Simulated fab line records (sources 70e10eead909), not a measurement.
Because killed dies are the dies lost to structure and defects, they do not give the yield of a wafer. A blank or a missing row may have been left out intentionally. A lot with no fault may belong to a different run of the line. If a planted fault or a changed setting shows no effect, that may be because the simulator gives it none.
fab line records	flow nand_harc	part 1 of 2: steps 1 to 13 of 23
record lots=5	wafers=15	last_day=32
route steps=1302 shown A_CHANNEL_HOLE_D2@588 A_CHANNEL_FILL_D2@610
lots untouched by any fault: they come from a run of this same line in which no faults occurred
start_h: the number of hours between the record's first day and the start of the first shown wafer of the lot	wait_h: hours since the lot's step before	" repeats the value in the row above	L1.1+2: a single row standing in for several wafers	- value missing, or start not given	* or withheld: withheld	< > ~ a bound
route shown NAME@n: NAME is a module with steps in the file, n the number in the route of the first one	usual: mean/standard deviation taken from wafers without a fault	same: alike in all rows	chamber/n: place in a boat	sites: the reading at each site	_std_site: standard deviation of those values	_edge_site: inner sites' mean taken away from outer sites' mean	radius_mm: for every site, how far away it sits from the centre of the wafer	mask NAME#n: copy n	behind: the tool/chamber that last shaped the wafer	hold: reason for holding the lot/hours on hold/outcome of the hold	device: the transistor (n, p or np) that didn't switch	end of line: tests run on the same wafers once the route is complete	a step with no rows: only its recipe	killed: not the wafer's yield, but the dies lost to structure and defects at the first sort	map: dies across one wafer; x = killed, . = not, _ = none there
set.NAME: the setting the step ran with; set.NAME@STEP: the setting that earlier step ran with	model.NAME: the simulator's own value behind a step, which no gauge read
a table for each step, a row for each wafer; lots at some steps of the route
services: a tool's chamber out of use, with start hour (start_h, from the record's first day; less than 0 if before it), hours out, and reason
## steps
# step NHARC_A_CHANNEL_HOLE_D2_ETCH_34
# recipe target_depth_a=1540	time_s=77	cf4_flow_sccm=100	chf3_flow_sccm=30	ar_flow_sccm=0	rf_w=500	bias_w=200	chemistry=CF4/CHF3
# usual drypump_motor_current_A=5.7/0.35	oes_product_au=0.958/0.022	rf_vpp_V=370.9/2.7	showerhead_plenum_p_Torr=1.58/0.074	throttle_valve_pct=16.803/0.0087
lot.wafer	tool	chamber	start_h	wait_h	drypump_motor_current_A	oes_product_au	rf_hours_counter_h	rf_vpp_V	showerhead_plenum_p_Torr	throttle_valve_pct
L077.1	rie_diel-10	3	-	-	5.5	0.956	4.4	369.1	1.51	16.800
L077.3	"	1	"	"	5.3	0.959	4.7	370.7	1.57	16.802
L077.6	"	3	"	"	5.5	0.959	-	367.3	1.51	16.812
L076.4	rie_diel-12	0	-	-	6.0	0.967	2.4	374.7	1.68	16.813
L076.1	"	2	"	"	6.2	0.979	3.2	374.4	1.63	16.787
L076.5	"	3	"	"	6.0	0.981	-	368.9	1.47	16.798
L088.4	rie_diel-12	0	-	-	6.0	0.914	9.3	374.5	1.68	16.813
L088.3	"	1	"	"	6.2	0.924	8.9	368.6	1.53	16.803
L088.5	"	0	"	"	6.0	0.922	-	373.4	1.68	16.806
L091.2	rie_diel-10	0	-	-	5.3	0.992	2.9	370.9	1.61	16.801
L091.6	"	2	"	"	5.5	0.961	-	368.9	1.51	16.802
L091.5	"	3	"	"	5.5	0.982	-	368.3	1.51	16.807
L094.2	rie_diel-10	0	-	-	5.4	0.990	5.0	371.0	1.61	16.806
L094.1	"	3	"	"	5.5	0.949	5.7	366.9	1.51	16.803
L094.5	"	1	"	"	5.3	0.972	-	370.1	1.56	16.796
# step NHARC_A_CHANNEL_HOLE_D2_ETCH_16
# recipe target_depth_a=31000	over_etch_frac=0.3	time_s=806	ion_energy_ev=150	o2_flow_sccm=400	cos_flow_sccm=20	ar_flow_sccm=0	rf_w=500	bias_w=300	chemistry=O2/COS
# usual drypump_motor_current_A=5.7/0.36	o2_flow_sccm=400.0/1.2	oes_product_au=1.000/0.0071	rf_vpp_V=314.4/2.2	showerhead_plenum_p_Torr=3.14/0.14	throttle_valve_pct=28.330/0.0095
# same over_etch_frac=0.3
lot.wafer	tool	chamber	start_h	wait_h	drypump_motor_current_A	o2_flow_sccm	oes_product_au	rf_hours_counter_h	rf_vpp_V	showerhead_plenum_p_Torr	throttle_valve_pct
L077.1	rie_diel-10	3	-	-	5.5	401.7	0.992	4.6	312.5	3.00	28.318
L077.3	"	1	"	"	5.3	397.0	1.006	4.8	314.1	3.11	28.326
L077.6	"	3	"	"	5.5	399.8	0.989	-	313.3	3.00	28.326
L076.1	rie_diel-12	0	-	-	6.0	397.7	1.003	2.5	315.7	3.34	28.324
L076.4	"	1	"	"	6.2	399.5	0.994	3.1	313.0	3.04	28.321
L076.5	"	2	"	"	6.2	400.3	0.996	-	314.2	3.23	28.332
L088.3	rie_diel-12	2	-	-	6.2	401.1	0.984	10.6	314.4	3.22	28.350
L088.4	"	0	"	"	6.0	400.4	0.995	9.5	316.1	3.34	28.327
L088.5	"	1	"	"	6.2	400.8	1.005	-	313.7	3.03	28.329
L091.2	rie_diel-10	1	-	-	5.3	400.2	1.004	2.8	314.8	3.11	28.338
L091.6	"	2	"	"	5.5	401.4	0.998	-	314.4	2.99	28.326
L091.5	"	3	"	"	5.5	400.3	0.998	-	312.9	3.00	28.325
L094.2	rie_diel-10	0	-	-	5.4	398.8	1.002	5.1	315.0	3.19	28.340
L094.1	"	2	"	"	5.5	400.5	0.995	6.1	311.8	2.99	28.339
L094.5	"	3	"	"	5.5	399.9	0.999	-	313.2	2.99	28.331
# step NHARC_A_CHANNEL_HOLE_D2_CD_MEAS_18
# usual cd_nm=100.0/1.7
lot.wafer	tool	chamber	start_h	wait_h	cd_nm
L077.1	cd_sem-01	-	319.13	-	99.9
L077.3	"	-	"	"	100.1
L077.6	"	-	"	"	100.6
L076.1	cd_sem-02	-	319.42	-	101.5
L076.4	"	-	"	"	101.0
L076.5	"	-	"	"	101.3
L088.3	cd_sem-02	-	437.92	-	98.5
L088.4	"	-	"	"	100.2
L088.5	"	-	"	"	96.7
L091.2	cd_sem-02	-	469.94	-	99.6
L091.5	"	-	"	"	99.3
L091.6	"	-	"	"	100.1
L094.1	cd_sem-01	-	499.91	-	99.9
L094.2	"	-	"	"	98.8
L094.5	"	-	"	"	98.6
# step NHARC_A_CHANNEL_HOLE_D2_ETCH_19
# recipe bias_v=1200	source_w=2500	pressure_mtorr=15	time_s=34.5	ar_flow_sccm=375	c4f8_flow_sccm=28.8	o2_flow_sccm=96.2	temp_c=-20	target_depth_a=*	chemistry=C4F8/O2/Ar
# usual drypump_motor_current_A=6.0/0.59	he_backside_leak_sccm=5.9/0.54	o2_flow_sccm=96.18/0.28	showerhead_plenum_p_Torr=3.76/0.14	throttle_valve_pct=37.039/0.0085
lot.wafer	tool	chamber	start_h	wait_h	drypump_motor_current_A	he_backside_leak_sccm	o2_flow_sccm	rf_hours_counter_h	showerhead_plenum_p_Torr	throttle_valve_pct
L077.1	har_etch-02	0	319.22	0.1	5.2	5.7	96.51	365	3.64	37.048
L077.3	"	1	"	"	6.2	7.1	96.47	-	3.60	37.046
L077.6	"	0	"	"	5.2	6.0	96.24	-	3.64	37.031
L076.1	har_etch-01	1	322.39	3.0	6.8	5.9	96.13	165	3.73	37.030
L076.4	"	1	"	"	6.8	5.9	96.42	-	3.73	37.049
L076.5	"	0	"	"	5.7	5.9	96.70	-	3.73	37.031
L088.3	har_etch-01	1	438.02	0.1	6.8	6.3	95.87	-	3.69	37.033
L088.4	"	0	"	"	5.8	5.9	96.23	-	3.69	37.045
L088.5	"	1	"	"	6.8	6.1	96.29	-	3.69	37.035
L091.2	har_etch-01	1	470.03	0.1	6.8	5.8	96.39	265	3.68	37.037
L091.5	"	0	"	"	5.8	6.3	96.19	-	3.68	37.041
L091.6	"	1	"	"	6.8	6.0	96.16	-	3.68	37.024
L094.1	har_etch-01	1	499.98	0.1	6.8	6.3	95.45	280	3.67	37.037
L094.2	"	0	"	"	5.7	6.2	95.90	280	3.67	37.036
L094.5	"	1	"	"	6.8	6.4	96.06	-	3.67	37.049
# step NHARC_A_CHANNEL_HOLE_D2_ETCH_20
# recipe bias_v=3000	source_w=withheld	pressure_mtorr=20	time_s=361.9	ar_flow_sccm=375	c4f8_flow_sccm=89.3	o2_flow_sccm=35.7	temp_c=-20	target_depth_a=16000	chemistry=C4F8/O2/Ar
# usual drypump_motor_current_A=6.0/0.58	he_backside_leak_sccm=5.9/0.53	o2_flow_sccm=35.71/0.096	showerhead_plenum_p_Torr=3.72/0.13	throttle_valve_pct=32.154/0.0076
lot.wafer	tool	chamber	start_h	wait_h	drypump_motor_current_A	he_backside_leak_sccm	o2_flow_sccm	rf_hours_counter_h	showerhead_plenum_p_Torr	throttle_valve_pct
L077.1	har_etch-02	0	319.37	0.1	5.2	5.9	35.78	365	3.60	32.142
L077.3	"	1	"	"	6.2	6.1	35.74	-	3.56	32.148
L077.6	"	0	"	"	5.2	5.8	35.85	-	3.60	32.170
L076.1	har_etch-01	1	322.54	0.1	6.8	5.6	35.74	165	3.69	32.156
L076.4	"	1	"	"	6.8	5.5	35.71	-	3.69	32.157
L076.5	"	0	"	"	5.8	5.9	35.70	-	3.69	32.164
L088.3	har_etch-01	1	438.20	0.2	6.8	5.9	35.63	-	3.65	32.156
L088.4	"	0	"	"	5.7	6.2	35.66	-	3.65	32.134
L088.5	"	1	"	"	6.8	5.7	35.72	-	3.65	32.153
L091.2	har_etch-01	1	470.18	0.1	6.8	5.8	35.79	265	3.64	32.149
L091.5	"	0	"	"	5.7	6.4	35.57	-	3.64	32.150
L091.6	"	1	"	"	6.8	5.7	35.58	-	3.64	32.159
L094.1	har_etch-01	1	500.09	0.1	6.8	5.9	35.45	280	3.63	32.147
L094.2	"	0	"	"	5.7	6.4	35.77	280	3.63	32.157
L094.5	"	1	"	"	6.8	5.9	35.70	-	3.63	32.163
# step NHARC_A_CHANNEL_HOLE_D2_ETCH_21
# recipe bias_v=3000	source_w=withheld	pressure_mtorr=20	time_s=514.3	ar_flow_sccm=375	c4f8_flow_sccm=89.3	o2_flow_sccm=35.7	temp_c=-20	target_depth_a=16000	chemistry=C4F8/O2/Ar
# usual drypump_motor_current_A=6.0/0.59	he_backside_leak_sccm=6.0/0.79	o2_flow_sccm=35.69/0.087	showerhead_plenum_p_Torr=3.72/0.13	throttle_valve_pct=32.154/0.0083
lot.wafer	tool	chamber	start_h	wait_h	drypump_motor_current_A	he_backside_leak_sccm	o2_flow_sccm	rf_hours_counter_h	showerhead_plenum_p_Torr	throttle_valve_pct
L077.1	har_etch-02	0	319.70	0.3	5.2	5.8	35.72	366	3.60	32.169
L077.3	"	1	"	"	6.2	6.8	35.73	-	3.56	32.148
L077.6	"	0	"	"	5.2	5.7	35.65	-	3.60	32.156
L076.1	har_etch-01	1	322.88	0.3	6.8	6.3	35.55	165	3.69	32.131
L076.4	"	1	"	"	6.8	5.9	35.57	-	3.69	32.144
L076.5	"	0	"	"	5.7	5.9	35.58	-	3.69	32.157
L088.3	har_etch-01	1	438.56	0.3	6.8	5.8	35.64	-	3.65	32.143
L088.4	"	0	"	"	5.8	6.1	35.78	-	3.65	32.146
L088.5	"	1	"	"	6.8	5.7	35.71	-	3.65	32.163
L091.2	har_etch-01	1	470.51	0.3	6.8	5.8	35.77	265	3.64	32.160
L091.5	"	0	"	"	5.7	6.4	35.65	-	3.64	32.153
L091.6	"	1	"	"	6.8	5.6	35.73	-	3.64	32.155
L094.1	har_etch-01	1	500.41	0.3	6.8	6.3	35.81	280	3.63	32.150
L094.2	"	0	"	"	5.8	6.3	35.75	280	3.63	32.163
L094.5	"	1	"	"	6.8	6.1	35.65	-	3.63	32.170
# step NHARC_A_CHANNEL_HOLE_D2_ETCH_22
# recipe bias_v=3000	source_w=withheld	pressure_mtorr=20	time_s=666.7	ar_flow_sccm=375	c4f8_flow_sccm=89.3	o2_flow_sccm=35.7	temp_c=-20	target_depth_a=16000	chemistry=C4F8/O2/Ar
# usual drypump_motor_current_A=6.0/0.58	he_backside_leak_sccm=5.9/0.51	o2_flow_sccm=35.69/0.11	showerhead_plenum_p_Torr=3.72/0.13	throttle_valve_pct=32.155/0.0089
lot.wafer	tool	chamber	start_h	wait_h	drypump_motor_current_A	he_backside_leak_sccm	o2_flow_sccm	rf_hours_counter_h	showerhead_plenum_p_Torr	throttle_valve_pct
L077.1	har_etch-02	0	320.17	0.4	5.2	5.8	35.71	366	3.60	32.144
L077.3	"	1	"	"	6.2	6.6	35.69	-	3.56	32.164
L077.6	"	0	"	"	5.2	6.1	35.71	-	3.60	32.161
L076.1	har_etch-01	1	323.34	0.4	6.8	5.4	35.59	166	3.69	32.150
L076.4	"	1	"	"	6.8	5.6	35.68	-	3.69	32.167
L076.5	"	0	"	"	5.8	5.8	35.56	-	3.69	32.166
L088.3	har_etch-01	1	439.04	0.4	6.8	5.8	35.76	-	3.65	32.161
L088.4	"	0	"	"	5.7	6.3	35.50	-	3.65	32.148
L088.5	"	1	"	"	6.8	6.7	35.83	-	3.65	32.154
L091.2	har_etch-01	1	470.97	0.4	6.8	6.0	35.52	266	3.64	32.145
L091.5	"	0	"	"	5.8	6.1	35.72	-	3.64	32.161
L091.6	"	1	"	"	6.8	5.7	35.57	-	3.64	32.160
L094.1	har_etch-01	1	500.85	0.4	6.8	6.7	35.60	281	3.63	32.148
L094.2	"	0	"	"	5.7	6.4	35.68	281	3.63	32.150
L094.5	"	1	"	"	6.8	6.4	35.59	-	3.63	32.163
# step NHARC_A_CHANNEL_HOLE_D2_ETCH_23
# recipe bias_v=5000	source_w=withheld	pressure_mtorr=20	time_s=819	ar_flow_sccm=375	c4f8_flow_sccm=89.3	o2_flow_sccm=35.7	temp_c=-20	target_depth_a=16000	chemistry=C4F8/O2/Ar
# usual drypump_motor_current_A=6.0/0.59	he_backside_leak_sccm=6.0/0.82	o2_flow_sccm=35.71/0.1	showerhead_plenum_p_Torr=3.72/0.13	throttle_valve_pct=32.154/0.0093
lot.wafer	tool	chamber	start_h	wait_h	drypump_motor_current_A	he_backside_leak_sccm	o2_flow_sccm	rf_hours_counter_h	showerhead_plenum_p_Torr	throttle_valve_pct
L077.1	har_etch-02	0	320.75	0.5	5.2	5.7	35.82	367	3.60	32.161
L077.3	"	1	"	"	6.2	6.2	35.81	-	3.56	32.142
L077.6	"	0	"	"	5.2	5.6	35.66	-	3.60	32.151
L076.1	har_etch-01	1	323.93	0.5	6.8	5.4	35.68	167	3.69	32.165
L076.4	"	1	"	"	6.8	5.3	35.66	-	3.69	32.151
L076.5	"	0	"	"	5.8	5.7	35.42	-	3.69	32.163
L088.3	har_etch-01	1	439.65	0.5	6.8	5.9	35.75	-	3.65	32.159
L088.4	"	0	"	"	5.7	6.1	35.76	-	3.65	32.148
L088.5	"	1	"	"	6.8	5.9	35.90	-	3.65	32.143
L091.2	har_etch-01	1	471.56	0.5	6.8	6.3	35.88	266	3.64	32.150
L091.5	"	0	"	"	5.7	6.2	35.70	-	3.64	32.155
L091.6	"	1	"	"	6.8	6.4	35.85	-	3.64	32.152
L094.1	har_etch-01	1	501.42	0.5	6.8	6.5	35.73	281	3.63	32.144
L094.2	"	0	"	"	5.7	6.1	35.66	281	3.63	32.149
L094.5	"	1	"	"	6.8	6.0	35.71	-	3.63	32.162
# step NHARC_A_CHANNEL_HOLE_D2_ETCH_24
# recipe bias_v=5000	source_w=withheld	pressure_mtorr=20	time_s=906.2	ar_flow_sccm=375	c4f8_flow_sccm=93.8	o2_flow_sccm=31.2	temp_c=-20	target_depth_a=15000	chemistry=C4F8/O2/Ar
# usual drypump_motor_current_A=6.0/0.58	he_backside_leak_sccm=6.0/0.72	o2_flow_sccm=31.19/0.089	showerhead_plenum_p_Torr=3.71/0.13	throttle_valve_pct=32.236/0.0084
lot.wafer	tool	chamber	start_h	wait_h	drypump_motor_current_A	he_backside_leak_sccm	o2_flow_sccm	rf_hours_counter_h	showerhead_plenum_p_Torr	throttle_valve_pct
L077.1	har_etch-02	0	321.46	0.6	5.2	5.7	31.23	367	3.60	32.232
L077.3	"	1	"	"	6.2	6.8	31.31	-	3.56	32.221
L077.6	"	0	"	"	5.2	5.9	31.21	-	3.60	32.228
L076.1	har_etch-01	1	324.64	0.6	6.8	5.7	31.09	167	3.69	32.237
L076.4	"	1	"	"	6.8	6.3	31.24	-	3.69	32.231
L076.5	"	0	"	"	5.7	5.9	31.19	-	3.69	32.228
L088.3	har_etch-01	1	440.37	0.6	6.8	5.9	31.02	-	3.65	32.237
L088.4	"	0	"	"	5.7	6.4	31.22	-	3.65	32.231
L088.5	"	1	"	"	6.8	6.0	31.23	-	3.65	32.252
L091.2	har_etch-01	1	472.27	0.6	6.8	5.7	31.10	267	3.63	32.231
L091.5	"	0	"	"	5.7	6.1	31.24	-	3.63	32.246
L091.6	"	1	"	"	6.8	5.3	30.98	-	3.63	32.226
L094.1	har_etch-01	1	502.12	0.6	6.8	6.1	31.14	282	3.62	32.233
L094.2	"	0	"	"	5.7	6.3	31.22	282	3.62	32.242
L094.5	"	1	"	"	6.8	6.5	31.24	-	3.62	32.233
# step NHARC_A_CHANNEL_HOLE_D2_ETCH_25
# recipe bias_v=5000	source_w=withheld	pressure_mtorr=20	time_s=1040.2	ar_flow_sccm=375	c4f8_flow_sccm=93.8	o2_flow_sccm=31.2	temp_c=-20	target_depth_a=15000	chemistry=C4F8/O2/Ar
# usual drypump_motor_current_A=6.0/0.58	he_backside_leak_sccm=6.0/0.79	o2_flow_sccm=31.20/0.08	showerhead_plenum_p_Torr=3.71/0.13	throttle_valve_pct=32.236/0.0091
lot.wafer	tool	chamber	start_h	wait_h	drypump_motor_current_A	he_backside_leak_sccm	o2_flow_sccm	rf_hours_counter_h	showerhead_plenum_p_Torr	throttle_valve_pct
L077.1	har_etch-02	0	322.24	0.7	5.2	6.0	31.22	368	3.60	32.241
L077.3	"	1	"	"	6.2	6.6	31.28	-	3.56	32.231
L077.6	"	0	"	"	5.2	6.5	31.14	-	3.60	32.230
L076.1	har_etch-01	1	325.42	0.7	6.8	6.6	31.05	168	3.69	32.242
L076.4	"	1	"	"	6.8	6.2	31.28	-	3.69	32.230
L076.5	"	0	"	"	5.7	5.7	31.35	-	3.69	32.233
L088.3	har_etch-01	1	441.17	0.7	6.8	6.0	31.08	-	3.65	32.236
L088.4	"	0	"	"	5.8	6.2	31.22	-	3.65	32.226
L088.5	"	1	"	"	6.8	6.0	31.24	-	3.65	32.241
L091.2	har_etch-01	1	473.06	0.7	6.8	5.7	31.08	268	3.63	32.232
L091.5	"	0	"	"	5.7	6.0	31.11	-	3.63	32.233
L091.6	"	1	"	"	6.8	6.3	31.15	-	3.63	32.235
L094.1	har_etch-01	1	502.89	0.6	6.8	6.7	31.20	283	3.62	32.248
L094.2	"	0	"	"	5.8	6.1	31.17	283	3.62	32.226
L094.5	"	1	"	"	6.8	5.8	31.08	-	3.62	32.217
# step NHARC_A_CHANNEL_HOLE_D2_ETCH_26
# recipe bias_v=300	source_w=2000	pressure_mtorr=30	time_s=224.1	ar_flow_sccm=375	c4f8_flow_sccm=11.4	o2_flow_sccm=113.6	temp_c=-20	target_depth_a=3000	chemistry=C4F8/O2/Ar
# usual drypump_motor_current_A=6.0/0.59	he_backside_leak_sccm=6.1/0.98	o2_flow_sccm=113.6/0.33	showerhead_plenum_p_Torr=3.76/0.14	throttle_valve_pct=24.584/0.0088
lot.wafer	tool	chamber	start_h	wait_h	drypump_motor_current_A	he_backside_leak_sccm	o2_flow_sccm	rf_hours_counter_h	showerhead_plenum_p_Torr	throttle_valve_pct
L077.1	har_etch-02	0	323.01	0.6	5.1	5.6	113.9	369	3.64	24.568
L077.3	"	1	"	"	6.2	7.4	113.3	-	3.60	24.572
L077.6	"	0	"	"	5.1	5.5	113.6	-	3.64	24.578
L076.1	har_etch-01	1	326.20	0.6	6.8	5.7	113.6	169	3.74	24.586
L076.4	"	1	"	"	6.8	5.8	114.0	-	3.74	24.594
L076.5	"	0	"	"	5.7	5.8	113.3	-	3.74	24.589
L088.3	har_etch-01	1	441.82	0.5	6.8	6.6	113.4	-	3.69	24.593
L088.4	"	0	"	"	5.7	6.3	113.5	-	3.69	24.592
L088.5	"	1	"	"	6.8	6.3	113.9	-	3.69	24.585
L091.2	har_etch-01	1	473.83	0.6	6.8	6.7	113.2	268	3.68	24.592
L091.5	"	0	"	"	5.7	6.2	114.3	-	3.68	24.561
L091.6	"	1	"	"	6.8	6.1	113.1	-	3.68	24.584
L094.1	har_etch-01	1	503.78	0.7	6.8	5.9	113.2	284	3.67	24.588
L094.2	"	0	"	"	5.7	6.3	113.9	284	3.67	24.577
L094.5	"	1	"	"	6.8	5.5	113.1	-	3.67	24.571
# step NHARC_A_CHANNEL_HOLE_D2_ETCH_27
# recipe bias_v=400	source_w=2000	pressure_mtorr=25	time_s=90	ar_flow_sccm=375	c4f8_flow_sccm=41.7	o2_flow_sccm=83.3	temp_c=-20	target_depth_a=4000	chemistry=C4F8/O2/Ar
# usual drypump_motor_current_A=6.0/0.59	he_backside_leak_sccm=5.9/0.54	o2_flow_sccm=83.32/0.27	showerhead_plenum_p_Torr=3.76/0.14	throttle_valve_pct=27.619/0.0092
lot.wafer	tool	chamber	start_h	wait_h	drypump_motor_current_A	he_backside_leak_sccm	o2_flow_sccm	rf_hours_counter_h	showerhead_plenum_p_Torr	throttle_valve_pct
L077.1	har_etch-02	0	323.20	0.2	5.2	5.7	83.34	369	3.64	27.627
L077.3	"	1	"	"	6.2	6.3	83.59	-	3.60	27.628
L077.6	"	0	"	"	5.2	5.9	83.15	-	3.64	27.605
L076.1	har_etch-01	1	326.40	0.2	6.8	5.8	82.74	169	3.73	27.609
L076.4	"	1	"	"	6.8	5.8	83.09	-	3.73	27.616
L076.5	"	0	"	"	5.7	5.8	83.07	-	3.73	27.622
L088.3	har_etch-01	1	442.02	0.2	6.8	5.7	83.26	-	3.69	27.607
L088.4	"	0	"	"	5.7	6.1	83.47	-	3.69	27.624
L088.5	"	1	"	"	6.8	5.8	83.03	-	3.69	27.621
L091.2	har_etch-01	1	474.03	0.2	6.8	5.4	83.40	269	3.67	27.623
L091.5	"	0	"	"	5.8	6.2	83.10	-	3.67	27.627
L091.6	"	1	"	"	6.8	6.1	83.37	-	3.67	27.618
L094.1	har_etch-01	1	503.98	0.2	6.8	5.9	83.29	284	3.67	27.618
L094.2	"	0	"	"	5.7	6.4	83.39	284	3.67	27.616
L094.5	"	1	"	"	6.8	6.4	83.48	-	3.67	27.617
# step NHARC_A_CHANNEL_HOLE_D2_STRIP_41
# recipe n2_flow_sccm=150	h2_flow_sccm=150	ar_flow_sccm=0	bias_w=0	chemistry=N2/H2
lot.wafer	tool	chamber	start_h	wait_h
L077.1+3+6	rie_diel-10	0,1,1	323.70	0.5
L076.1+4+5	rie_diel-12	1,0,1	326.89	0.5
L088.3+4+5	rie_diel-12	3,0,3	442.49	0.4
L091.2+5+6	rie_diel-12	0,2,3	474.54	0.5
L094.1+2+5	rie_diel-06	3,0,0	504.51	0.5
